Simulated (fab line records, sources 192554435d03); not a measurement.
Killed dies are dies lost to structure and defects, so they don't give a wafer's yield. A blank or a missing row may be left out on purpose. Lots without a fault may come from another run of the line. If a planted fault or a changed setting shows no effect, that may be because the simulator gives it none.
fab line records	flow n5-finfet	part 1 of 2: steps 1 to 26 of 34
[record] lots = 5	wafers = 15	last-day = 17
route steps=1938 shown SD_EPI_N@276 SD_EPI_P@295
lots untouched by any fault: they come from a run of this same line in which no faults occurred
start-h: start of the lot's first displayed wafer, in hours after the record's first day	wait-h: hours since the lot's step before	" the same as in the row above	L1.1+2: a row that stands for several wafers	- no value present, or no start provided	* or withheld: withheld	< > ~ a bound
route shown NAME@n: names a module that has steps shown in the file, with the first one's number in the route	usual: the fault-free wafers' mean and standard deviation	same: alike in all rows	chamber/n: place in a boat	sites: the reading at each site	_std_site: the standard deviation of these	_edge_site: outer sites' mean less inner sites'	radius-mm: how far each site lies from the wafer's centre	mask NAME#n: copy n	behind: tool/chamber where the wafer was last shaped	hold: why the lot was held/for how many hours/how that ended	device: whichever transistor did not switch (one of n, p or np)	end of line: the tests these same wafers got at the end of their route	where a step has no rows: the recipe by itself	killed: the dies lost at the first sort to structure and to defects; this is not the yield of the wafer	map: a wafer's dies, x killed, . not, _ none there
set.NAME: setting as actually run; set.NAME@STEP: the setting as run at that earlier step	model.NAME: the simulator's own value behind a step, which no gauge read
lots seen at some steps along the route; tables by step, rows by wafer
services: a tool's chamber out of use, with start hour (start-h, from the record's first day; less than 0 if before it), hours out, and reason
[[steps]]
[step N5_SD_EPI_N_STRIP_36]
[recipe] chemistry = N2/H2	temp-c = 40	n2-flow-sccm = 200	h2-flow-sccm = 200	rf-frequency-hz = 6e+07
lot.wafer	tool	chamber	start-h	wait-h
L079.2+3+6	rie-diel-03	3,0,0	80.15	0.2
L082.2+3+6	rie-diel-03	2,3,0	100.08	0.2
L087.2+4+6	rie-diel-03	1,1,2	132.52	0.2
L095.1+4+5	rie-diel-03	0,2,3	177.53	0.2
L097.1+4+6	rie-diel-03	1,2,1	192.70	0.2
[step N5_SD_EPI_N_ETCHBACK_44]
[recipe] chemistry = CH3F/O2	mode = anisotropic-etchback	target = SiNx	target-depth-a = 145	stop-on = SiO2	over-etch-frac = 0.3	ion-energy-ev = 120	pressure-mtorr = 30	source-w = 395	bias-w = 73	Ar_flow_sccm = 150	CH3F_flow_sccm = 30	O2_flow_sccm = 20
[usual] drypump-motor-current-A = 5.5/0.37	oes_f_703_au = 0.76/0.077	oes-product-au = 0.66/0.076	rf-vpp-V = 299/3.9	showerhead-plenum-p-Torr = 2.07/0.041	throttle-valve-pct = 16.33/0.2
lot.wafer	tool	chamber	start-h	wait-h	drypump-motor-current-A	oes_f_703_au	oes-product-au	rf-hours-counter-h	rf-vpp-V	showerhead-plenum-p-Torr	throttle-valve-pct
L079.2	rie-diel-03	3	80.16	0.0	5.2	0.72	0.63	154	295	2.08	16.28
L079.3	"	0	"	"	5.9	0.90	0.81	4	305	2.14	16.14
L079.6	"	0	"	"	5.9	0.91	0.82	-	306	2.14	16.15
L082.2	rie-diel-03	2	100.09	0.0	5.3	0.73	0.61	190	301	2.09	16.24
L082.3	"	3	"	"	5.2	0.71	0.62	163	297	2.08	16.28
L082.6	"	0	"	"	5.8	0.87	0.79	-	306	2.14	16.16
L087.2	rie-diel-03	1	132.53	0.0	5.3	0.87	0.77	20	297	2.05	16.27
L087.4	"	1	"	"	5.3	0.87	0.77	-	296	2.05	16.27
L087.6	"	2	"	"	5.3	0.72	0.60	-	302	2.09	16.27
L095.1	rie-diel-03	0	177.54	0.0	5.8	0.84	0.76	31	305	2.13	16.22
L095.4	"	2	"	"	5.3	0.70	0.59	225	301	2.08	16.30
L095.5	"	3	"	"	5.2	0.69	0.60	-	296	2.06	16.35
L097.1	rie-diel-03	1	192.71	0.0	5.3	0.84	0.73	44	295	2.04	16.32
L097.4	"	2	"	"	5.3	0.70	0.59	230	302	2.08	16.34
L097.6	"	1	"	"	5.3	0.84	0.73	-	295	2.04	16.34
[step N5_SD_EPI_N_ETCH_45]
[recipe] chemistry = CH3F/O2	target = SiOCN	target-depth-a = 60	mask-material = SOC	ion-energy-ev = 60	bias-w = 29	pressure-mtorr = 15	source-w = 410	Ar_flow_sccm = 150	CH3F_flow_sccm = 30	O2_flow_sccm = 20
[usual] drypump-motor-current-A = 5.5/0.38	oes-product-au = 0.76/0.093	rf-vpp-V = 128.0/0.83	showerhead-plenum-p-Torr = 2.06/0.041	throttle-valve-pct = 23.31/0.21
lot.wafer	tool	chamber	start-h	wait-h	drypump-motor-current-A	oes-product-au	rf-hours-counter-h	rf-vpp-V	showerhead-plenum-p-Torr	throttle-valve-pct
L079.2	rie-diel-03	3	80.26	0.1	5.2	0.73	154	126.9	2.07	23.28
L079.3	"	0	"	"	5.8	0.96	4	128.3	2.13	23.19
L079.6	"	0	"	"	5.8	0.97	-	128.1	2.13	23.18
L082.2	rie-diel-03	2	100.19	0.1	5.3	0.72	190	129.4	2.09	23.20
L082.3	"	3	"	"	5.2	0.72	163	128.1	2.07	23.30
L082.6	"	0	"	"	5.9	0.94	-	130.0	2.13	23.19
L087.2	rie-diel-03	1	132.63	0.1	5.3	0.90	20	127.7	2.05	23.35
L087.4	"	1	"	"	5.3	0.91	-	128.5	2.05	23.37
L087.6	"	2	"	"	5.3	0.70	-	127.1	2.08	23.23
L095.1	rie-diel-03	0	177.64	0.1	5.8	0.91	31	127.1	2.12	23.22
L095.4	"	2	"	"	5.3	0.69	225	127.9	2.07	23.25
L095.5	"	3	"	"	5.2	0.68	-	128.5	2.06	23.35
L097.1	rie-diel-03	1	192.81	0.1	5.3	0.86	44	126.9	2.04	23.39
L097.4	"	2	"	"	5.3	0.68	230	127.4	2.07	23.27
L097.6	"	1	"	"	5.3	0.86	-	126.7	2.04	23.38
[step N5_SD_EPI_N_ETCH_16]
[recipe] chemistry = CHF3/O2	target = SiO2	target-depth-a = 50	mask-material = SOC	pressure-mtorr = 30	source-w = 650	bias-w = 170	Ar_flow_sccm = 200	CHF3_flow_sccm = 50	O2_flow_sccm = 5	ion-energy-ev = 200
[usual] drypump-motor-current-A = 5.5/0.37	oes_f_703_au = 0.76/0.079	oes-product-au = 0.77/0.094	rf-vpp-V = 526/6.6	showerhead-plenum-p-Torr = 2.49/0.047	throttle-valve-pct = 18.87/0.2
lot.wafer	tool	chamber	start-h	wait-h	drypump-motor-current-A	oes_f_703_au	oes-product-au	rf-hours-counter-h	rf-vpp-V	showerhead-plenum-p-Torr	throttle-valve-pct
L079.2	rie-diel-03	3	80.36	0.1	5.3	0.72	0.73	154	523	2.50	18.84
L079.3	"	0	"	"	5.9	0.92	0.97	4	538	2.57	18.74
L079.6	"	0	"	"	5.9	0.91	0.98	-	537	2.57	18.73
L082.2	rie-diel-03	2	100.29	0.1	5.3	0.73	0.71	190	530	2.51	18.75
L082.3	"	3	"	"	5.3	0.72	0.72	163	525	2.50	18.85
L082.6	"	0	"	"	5.9	0.88	0.94	-	538	2.57	18.77
L087.2	rie-diel-03	1	132.73	0.1	5.3	0.89	0.90	20	523	2.47	18.86
L087.4	"	1	"	"	5.3	0.88	0.90	-	521	2.47	18.84
L087.6	"	2	"	"	5.3	0.72	0.71	-	531	2.51	18.78
L095.1	rie-diel-03	0	177.74	0.1	5.9	0.85	0.90	31	537	2.56	18.79
L095.4	"	2	"	"	5.3	0.70	0.68	225	530	2.50	18.80
L095.5	"	3	"	"	5.2	0.69	0.69	-	522	2.49	18.91
L097.1	rie-diel-03	1	192.91	0.1	5.3	0.84	0.86	44	521	2.46	18.89
L097.4	"	2	"	"	5.3	0.70	0.68	230	529	2.50	18.81
L097.6	"	1	"	"	5.3	0.84	0.86	-	522	2.46	18.91
[step N5_SD_EPI_N_STRIP_47]
[recipe] chemistry = CHF3/O2	resist = SiARC	rf-frequency-hz = 6e+07
lot.wafer	tool	chamber	start-h	wait-h
L079.2+3+6	rie-diel-03	3,0,0	80.40	0.0
L082.2+3+6	rie-diel-03	2,3,0	100.33	0.0
L087.2+4+6	rie-diel-03	1,1,2	132.77	0.0
L095.1+4+5	rie-diel-03	0,2,3	177.78	0.0
L097.1+4+6	rie-diel-03	1,2,1	192.95	0.0
[step N5_SD_EPI_N_SD_RECESS_17]
[recipe] chemistry = HBr/Cl2/O2	target-depth-a = 410	mask-material = SOC	time-s = 23.7	bt-time-s = 3	pressure-mtorr = 10	icp-w = 800	bias-w = 112	HBr_flow_sccm = 150	Cl2_flow_sccm = 80	O2_flow_sccm = 12
[usual] drypump-motor-current-A = 5.7/0.5	oes-product-au = 0.995/0.015	throttle-valve-pct = 37.1/0.46
lot.wafer	tool	chamber	start-h	wait-h	drypump-motor-current-A	oes-product-au	rf-hours-counter-h	throttle-valve-pct
L079.2	rie-si-05	2	80.43	0.0	5.9	1.013	87	37.4
L079.3	"	1	"	"	6.2	0.996	63	36.2
L079.6	"	1	"	"	6.2	0.990	-	36.2
L082.2	rie-si-06	2	100.36	0.0	5.7	0.993	3	36.5
L082.3	"	1	"	"	4.9	0.987	121	36.9
L082.6	"	3	"	"	5.5	0.997	-	37.6
L087.2	rie-si-01	3	132.80	0.0	5.7	1.002	35	37.4
L087.4	"	0	"	"	5.6	0.997	4	36.8
L087.6	"	0	"	"	5.6	0.995	-	36.8
L095.1	rie-si-01	3	177.81	0.0	5.7	1.007	36	37.5
L095.4	"	0	"	"	5.6	0.981	5	36.8
L095.5	"	0	"	"	5.6	0.988	-	36.8
L097.1	rie-si-06	3	192.98	0.0	5.5	0.997	113	37.6
L097.4	"	0	"	"	6.3	1.010	166	37.4
L097.6	"	3	"	"	5.5	0.990	-	37.6
[step N5_SD_EPI_N_STRIP_38]
[recipe] chemistry = N2/H2	power-w = 1000	temp-c = 250	h2-frac = 0.65	overash-fraction = 0.3	pressure-mtorr = withheld	n2-flow-sccm = 1750	h2-flow-sccm = 3250
[usual] drypump-motor-current-A = 5.5/0.5	heater-power-w = 325/7.9	n2-flow-sccm = 1750/4.7	oes-product-au = 0.763/0.01
lot.wafer	tool	chamber	start-h	wait-h	drypump-motor-current-A	heater-power-w	n2-flow-sccm	oes-product-au	rf-hours-counter-h
L079.2	plasma-asher-02	1	80.52	0.1	5.2	330	1748	0.785	35
L079.3	"	0	"	"	6.4	332	1746	0.758	-
L079.6	"	1	"	"	5.3	335	1742	0.773	-
L082.2	plasma-asher-01	1	100.46	0.1	5.7	312	1750	0.771	90
L082.3	"	1	"	"	5.8	319	1745	0.775	-
L082.6	"	0	"	"	5.0	321	1743	0.770	-
L087.2	plasma-asher-01	0	132.89	0.1	5.0	329	1747	0.764	98
L087.4	"	1	"	"	5.8	311	1754	0.763	-
L087.6	"	0	"	"	5.0	323	1749	0.752	-
L095.1	plasma-asher-01	1	177.91	0.1	5.8	317	1751	0.777	107
L095.4	"	1	"	"	5.8	318	1748	0.750	-
L095.5	"	1	"	"	5.8	313	1752	0.760	-
L097.1	plasma-asher-01	1	193.08	0.1	5.7	322	1751	0.760	109
L097.4	"	0	"	"	5.0	323	1753	0.768	-
L097.6	"	1	"	"	5.8	317	1750	0.749	-
[step N5_SD_EPI_N_WET_ETCH_43]
[recipe] chemistry = dHF	dilution = withheld	time-s = 14	target = SiO2	target-depth-a = 15	temp-c = 25
lot.wafer	tool	chamber	start-h	wait-h
L079.2+3+6	wet-bench-02	0,7,4	80.61	-
L082.2+3+6	wet-bench-01	1,7,5	100.54	-
L087.2+4+6	wet-bench-05	4,3,7	132.98	-
L095.1+4+5	wet-bench-01	2,6,3	178.00	-
L097.1+4+6	wet-bench-01	3,6,2	193.16	-
[step N5_SD_EPI_N_STRIP_18]
[recipe] chemistry = SPM	time-s = 750	temp-c = 130	h2so4-h2o2-vol-ratio = 4
lot.wafer	tool	chamber	start-h	wait-h
L079.2+3+6	wet-bench-02	0,7,4	80.62	0.0
L082.2+3+6	wet-bench-01	1,7,5	100.55	0.0
L087.2+4+6	wet-bench-05	4,3,7	132.99	0.0
L095.1+4+5	wet-bench-01	2,6,3	178.00	0.0
L097.1+4+6	wet-bench-01	3,6,2	193.17	0.0
[step N5_SD_EPI_N_SRD_20]
[recipe] dry = ipa-marangoni	do-ppb = 5	time-s = 30	temp-c = 23	rinse-liquid = diw
lot.wafer	tool	chamber	start-h	wait-h
L079.2+3+6	wet-bench-02	0,7,4	80.83	0.0
L082.2+3+6	wet-bench-01	1,7,5	100.76	0.0
L087.2+4+6	wet-bench-05	4,3,7	133.19	0.0
L095.1+4+5	wet-bench-01	2,6,3	178.21	0.0
L097.1+4+6	wet-bench-01	3,6,2	193.38	0.0
[step N5_SD_EPI_N_PRECLEAN_48]
[recipe] chemistry = NF3:NH3	afs-cycles = 2	temp-c = 30	time-s = 20	sublimation-temp-c = 180	sublimation-time-s = 60	pressure-torr = 3	rf-power-w = 30
[usual] sublimation-temp-c = 180.05/0.16
lot.wafer	tool	chamber	start-h	wait-h	sublimation-temp-c
L079.2	epi-rpcvd-04	0	80.93	0.1	180.21
L079.3	"	0	"	"	180.05
L079.6	"	0	"	"	180.08
L082.2	epi-rpcvd-02	0	100.87	0.1	179.92
L082.3	"	0	"	"	179.83
L082.6	"	0	"	"	180.09
L087.2	epi-rpcvd-04	0	133.30	0.1	180.15
L087.4	"	0	"	"	180.05
L087.6	"	0	"	"	180.27
L095.1	epi-rpcvd-02	0	178.26	0.0	179.86
L095.4	"	0	"	"	179.87
L095.5	"	0	"	"	180.03
L097.1	epi-rpcvd-02	0	193.43	0.0	180.07
L097.4	"	0	"	"	180.11
L097.6	"	0	"	"	180.17
[step N5_SD_EPI_N_VAPOR_ETCH_50]
[recipe] chemistry = HCl	target = Si	temp-c = 775	time-s = 54	pressure-torr = 20	mode = isotropic
[usual] throttle-valve-pct = 11.7/0.4
lot.wafer	tool	chamber	start-h	wait-h	throttle-valve-pct
L079.2	epi-rpcvd-04	0	81.26	0.3	11.6
L079.3	"	0	"	"	11.4
L079.6	"	0	"	"	11.2
L082.2	epi-rpcvd-02	0	101.20	0.3	11.5
L082.3	"	0	"	"	11.4
L082.6	"	0	"	"	11.7
L087.2	epi-rpcvd-04	0	133.63	0.3	11.7
L087.4	"	0	"	"	11.5
L087.6	"	0	"	"	11.2
L095.1	epi-rpcvd-02	0	178.74	0.4	11.4
L095.4	"	0	"	"	11.6
L095.5	"	0	"	"	11.8
L097.1	epi-rpcvd-02	0	193.79	0.3	11.6
L097.4	"	0	"	"	11.5
L097.6	"	0	"	"	11.9
[step N5_SD_EPI_N_EPI_21]
[recipe] material = Si:P	dopant = P	temp-c = 680	pressure-torr = 255	time-s = 690
[same] epi-growth-time-s = 690
lot.wafer	tool	chamber	start-h	wait-h
L079.2+3+6	epi-rpcvd-04	0	81.69	0.4
L082.2+3+6	epi-rpcvd-02	0	101.63	0.4
L087.2+4+6	epi-rpcvd-04	0	134.06	0.4
L095.1+4+5	epi-rpcvd-02	0	178.98	0.2
L097.1+4+6	epi-rpcvd-02	0	193.97	0.1
[step N5_SD_EPI_N_EPI_MEAS_23]
[recipe] mode = xrd
[usual] thk-nm = 58.9/1.2
lot.wafer	tool	chamber	start-h	wait-h	thk-nm
L079.2	film-metro-01	-	83.13	1.2	60.1
L079.3	"	-	"	"	58.1
L079.6	"	-	"	"	58.1
L082.2	film-metro-01	-	103.07	1.2	59.8
L082.3	"	-	"	"	61.5
L082.6	"	-	"	"	58.3
L087.2	film-metro-02	-	135.50	1.2	58.5
L087.4	"	-	"	"	58.8
L087.6	"	-	"	"	60.2
L095.1	film-metro-02	-	181.25	1.9	56.6
L095.4	"	-	"	"	58.5
L095.5	"	-	"	"	59.1
L097.1	film-metro-01	-	195.68	1.4	59.7
L097.4	"	-	"	"	58.7
L097.6	"	-	"	"	60.0
[step N5_SD_EPI_N_PRECLEAN_24]
[recipe] chemistry = O3/DIW	time-s = 60	temp-c = 22	o3-ppm = 10
lot.wafer	tool	chamber	start-h	wait-h
L079.2+3+6	wet-bench-01	4,2,5	83.17	0.0
L082.2+3+6	wet-bench-01	7,6,2	103.10	0.0
L087.2+4+6	wet-bench-01	2,7,0	135.54	0.0
L095.1+4+5	wet-bench-05	1,5,7	181.29	0.0
L097.1+4+6	wet-bench-01	7,3,2	195.72	0.0
[step N5_SD_EPI_N_SRD_25]
[recipe] time-s = 30	temp-c = 23	rinse-liquid = diw	dry = ipa-marangoni
lot.wafer	tool	chamber	start-h	wait-h
L079.2+3+6	wet-bench-01	4,2,5	83.19	0.0
L082.2+3+6	wet-bench-01	7,6,2	103.12	0.0
L087.2+4+6	wet-bench-01	2,7,0	135.56	0.0
L095.1+4+5	wet-bench-05	1,5,7	181.31	0.0
L097.1+4+6	wet-bench-01	7,3,2	195.74	0.0
[step N5_SD_EPI_N_PRECLEAN_49]
[recipe] chemistry = NF3:NH3	afs-cycles = 1	temp-c = 30	time-s = 20	sublimation-temp-c = 180	sublimation-time-s = 60	pressure-torr = 3	rf-power-w = 30
[usual] sublimation-temp-c = 179.99/0.16
lot.wafer	tool	chamber	start-h	wait-h	sublimation-temp-c
L079.2	remote-plasma-01	0	83.27	0.1	179.74
L079.3	"	0	"	"	179.82
L079.6	"	0	"	"	179.60
L082.2	remote-plasma-01	0	103.20	0.1	180.20
L082.3	"	0	"	"	180.00
L082.6	"	0	"	"	179.98
L087.2	remote-plasma-01	0	135.63	0.1	180.02
L087.4	"	0	"	"	179.99
L087.6	"	0	"	"	179.87
L095.1	remote-plasma-01	0	181.36	0.0	179.78
L095.4	"	0	"	"	179.95
L095.5	"	0	"	"	180.03
L097.1	remote-plasma-02	1	195.79	0.0	179.55
L097.4	"	1	"	"	179.44
L097.6	"	1	"	"	179.84
[step N5_SD_EPI_N_LINER_46]
[recipe] material = SiNx	target-thk-a = 30	temp-c = 400	ald-precursor-family = SiH2I2	ald-co-reactant = N2/H2-plasma	pressure-torr = 2
[usual] heater-power-w = 824/100
lot.wafer	tool	chamber	start-h	wait-h	heater-power-w
L079.2	ald-sin-01	3	84.23	0.9	757
L079.3	"	0	"	"	920
L079.6	"	1	"	"	775
L082.2	ald-sin-01	3	103.37	0.1	742
L082.3	"	1	"	"	743
L082.6	"	1	"	"	776
L087.2	ald-sin-01	1	135.84	0.2	763
L087.4	"	0	"	"	903
L087.6	"	1	"	"	765
L095.1	ald-sin-01	1	181.70	0.3	775
L095.4	"	0	"	"	913
L095.5	"	0	"	"	911
L097.1	ald-sin-04	3	195.99	0.2	846
L097.4	"	1	"	"	818
L097.6	"	2	"	"	867
[step N5_SD_EPI_N_INSPECT_26]
[recipe] inspect-instrument = darkfield	mode = post-epi
[usual] raw-defect-count = 205/34
lot.wafer	tool	chamber	start-h	wait-h	raw-defect-count
L079.2	defect-inspect-02	-	84.48	0.1	244
L079.3	"	-	"	"	182
L079.6	"	-	"	"	154
L082.2	defect-inspect-02	-	103.62	0.1	134
L082.3	"	-	"	"	256
L082.6	"	-	"	"	187
L087.2	defect-inspect-02	-	136.09	0.1	184
L087.4	"	-	"	"	218
L087.6	"	-	"	"	208
L095.1	defect-inspect-02	-	181.95	0.1	197
L095.4	"	-	"	"	239
L095.5	"	-	"	"	239
L097.1	defect-inspect-01	-	196.24	0.1	195
L097.4	"	-	"	"	144
L097.6	"	-	"	"	137
[step N5_SD_EPI_P_COAT_34]
[recipe] resist = SOC	temp-c = 250	time-s = 60	spin-rpm = 1500	resist-thk-nm = 350
lot.wafer	tool	chamber	start-h	wait-h
L079.2+3+6	litho-track-04	0	84.51	0.0
L082.2+3+6	litho-track-01	0	103.65	0.0
L087.2+4+6	litho-track-01	0	136.12	0.0
L095.1+4+5	litho-track-01	0	181.98	0.0
L097.1+4+6	litho-track-05	0	196.27	0.0
[step N5_SD_EPI_P_COAT_35]
[recipe] resist = SiARC	temp-c = 220	time-s = 60	spin-rpm = 1500	resist-thk-nm = 35
lot.wafer	tool	chamber	start-h	wait-h
L079.2+3+6	litho-track-04	0	-	-
L082.2+3+6	litho-track-01	0	-	-
L087.2+4+6	litho-track-01	0	-	-
L095.1+4+5	litho-track-01	0	-	-
L097.1+4+6	litho-track-05	0	-	-
[step N5_SD_EPI_P_COAT_03]
[recipe] resist = CAR-ArF-block	spin-rpm = 1500	resist-thk-nm = 150
lot.wafer	tool	chamber	start-h	wait-h
L079.2+3+6	litho-track-04	0	-	-
L082.2+3+6	litho-track-01	0	-	-
L087.2+4+6	litho-track-01	0	-	-
L095.1+4+5	litho-track-01	0	-	-
L097.1+4+6	litho-track-05	0	-	-
[step N5_SD_EPI_P_EBR_05]
[recipe] solvent = PGMEA	ebr-width-mm = 1.5
lot.wafer	tool	chamber	start-h	wait-h
L079.2+3+6	litho-track-04	0	-	-
L082.2+3+6	litho-track-01	0	-	-
L087.2+4+6	litho-track-01	0	-	-
L095.1+4+5	litho-track-01	0	-	-
L097.1+4+6	litho-track-05	0	-	-
[step N5_SD_EPI_P_SOFTBAKE_04]
[recipe] temp-c = 110	time-s = 60	resist = CAR-ArF-block
lot.wafer	tool	chamber	start-h	wait-h
L079.2+3+6	litho-track-04	0	-	-
L082.2+3+6	litho-track-01	0	-	-
L087.2+4+6	litho-track-01	0	-	-
L095.1+4+5	litho-track-01	0	-	-
L097.1+4+6	litho-track-05	0	-	-
[step N5_SD_EPI_P_EXPOSE_06]
[recipe] mask-id = SD_P_BLK	na = 1.35	source-shape = conventional	sigma-outer = 0.8	polarization = unpolarized	target-cd-nm = 240	dose-mj = 39.5
[usual] exposure-dose-mJ-cm2 = 39.68/0.26
lot.wafer	tool	chamber	start-h	wait-h	mask	exposure-dose-mJ-cm2
L079.2	arfi-scanner-01	0	84.76	-	SD_P_BLK#0	40.01
L079.3	"	0	"	"	SD_P_BLK#0	40.04
L079.6	"	0	"	"	SD_P_BLK#0	39.98
L082.2	arfi-scanner-02	0	103.77	-	SD_P_BLK#0	39.44
L082.3	"	0	"	"	SD_P_BLK#0	39.48
L082.6	"	0	"	"	SD_P_BLK#0	39.47
L087.2	arfi-scanner-01	0	136.37	-	SD_P_BLK#0	39.98
L087.4	"	0	"	"	SD_P_BLK#0	40.00
L087.6	"	0	"	"	SD_P_BLK#0	39.94
L095.1	arfi-scanner-02	0	182.22	-	SD_P_BLK#0	39.49
L095.4	"	0	"	"	SD_P_BLK#0	39.41
L095.5	"	0	"	"	SD_P_BLK#0	39.44
L097.1	arfi-scanner-02	0	196.51	-	SD_P_BLK#0	39.50
L097.4	"	0	"	"	SD_P_BLK#0	39.44
L097.6	"	0	"	"	SD_P_BLK#0	39.46
[step N5_SD_EPI_P_PEB_07]
[recipe] peb-temp-c = 110	peb-time-s = 60	resist = CAR-ArF-block
lot.wafer	tool	chamber	start-h	wait-h
L079.2+3+6	litho-track-04	0	84.81	0.0
L082.2+3+6	litho-track-01	0	103.83	0.0
L087.2+4+6	litho-track-01	0	136.42	0.0
L095.1+4+5	litho-track-01	0	182.28	0.1
L097.1+4+6	litho-track-01	0	196.57	0.1
